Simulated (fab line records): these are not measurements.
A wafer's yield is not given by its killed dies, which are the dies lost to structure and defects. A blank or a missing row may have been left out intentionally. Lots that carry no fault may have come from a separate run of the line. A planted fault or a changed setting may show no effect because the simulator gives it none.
Problem report in the 8D (eight disciplines) form, filled by code :: flow nand harc :: the parts of the form that need people (team, actions taken, sign-off) are left out

== 1. WHAT IS WRONG ==
run length s at NHARC_A_M1_ETCH_35 reads a mean of 51.1 s on 3 wafers of 2 lots; wafers without a fault read 65.3 s with a standard deviation of 0.4. That puts it -36 standard deviations away from the usual mean.
The step: etches the open film in N2/H2, target depth 40 nm, overetch 12 nm, time 43.94 s.
Seen first at day 28 12:50 on rie diel-01, wafer L276.1. The record has a number at this step for 18 wafers belonging to 6 lots. Rule for "out" (also "out of limits"): further than 4 standard deviations from the usual mean. The rest of the wafers with a number are treated as sound.

== 2. WHAT THIS IS AND IS NOT ==
question: which readings at this step
is: run length s
is not: drypump motor current A, oes product au, rf vpp V, showerhead plenum p Torr, throttle valve pct

question: which lots
is: L276, L278
is not: L270, L272, L282, L285

question: which wafers of those lots
is: L276.1, L276.5, L278.3
is not: L276.2, L278.4, L278.6

question: read on which tools
is: rie diel-01
is not: rie diel-02, rie diel-10

question: when
is: from day 28 12:50
is not: up to then (7 sound wafers); but 8 sound wafers of L278, L282, L285 came after

== 3. WHAT RULES OUT EACH SUSPECT ==
Counting: if a tool at a process step up to the reading ran every lot that is out, it stays a suspect. Sound lots after the first of them don't rule it out here, since some wafers of a struck lot are sound.
- rie diel-01 at NHARC_A_M1_DESCUM_14 (chemistry O2, time 3 s): kept. Every lot that is out went through it, the first being L276 (day 28 12:44); the last sound lot it ran before that was L270 (day 26 07:17).
- rie diel-01 at NHARC_A_M1_ETCH_35 (etches the open film in N2/H2, target depth 40 nm, overetch 12 nm, time 43.94 s): kept. Every lot that is out went through it, the first being L276 (day 28 12:50); the last sound lot it ran before that was L270 (day 26 07:22). Out on those wafers are its own readings of run length s.
- Within rie diel-01 at NHARC_A_M1_DESCUM_14: the wafers that are out ran in chambers 0, 1; their sound lot-mates ran in chambers 2, 3.
- At NHARC_A_M1_ETCH_35, inside rie diel-01: chamber 0 took the wafers that are out, while their sound lot-mates went through chambers 1, 3.
The count leaves rie diel-01 at NHARC_A_M1_ETCH_35 and rie diel-01 at NHARC_A_M1_DESCUM_14.

== 4. THE CAUSE (what the simulator had put in) ==
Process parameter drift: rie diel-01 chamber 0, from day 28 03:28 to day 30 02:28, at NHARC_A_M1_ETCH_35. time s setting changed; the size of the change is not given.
Counting leaves 2 suspects; this tool is one of them.

== 5. THE CHAIN OF EFFECTS, in route order ==
Each row: a reading where the mean over the struck wafers with a number is more than 3 standard deviations away from the usual. Only readings for which the record gives a usual standard deviation are gone through. hours: the time from each lot's start at the first step in this table that gives one to its start at this step, as a median over the lots. sigmas: the change in usual standard deviations.
hours: 0
step: NHARC_A_M1_ETCH_35
reading: run length s
usual: 65.3 s
on struck wafers: 51.1
change: -14.2
sigmas: -36
The process steps in it:
- NHARC_A_M1_ETCH_35: etches the open film in N2/H2, target depth 40 nm, overetch 12 nm, time 43.94 s.
Readings that are blank on the struck wafers while sound wafers have them: rf fwd power W at NHARC_A_M1_ETCH_35.
At these later measuring or inspecting steps, every struck wafer for which the step has a row has a number for every such reading, and none has moved that far: NHARC_END_SORT_01.

== 6. HOW IT WOULD HAVE BEEN CAUGHT EARLIER ==
In this record no reading fell out of limits until day 28 12:50, 9 hours after the fault had begun at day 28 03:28.
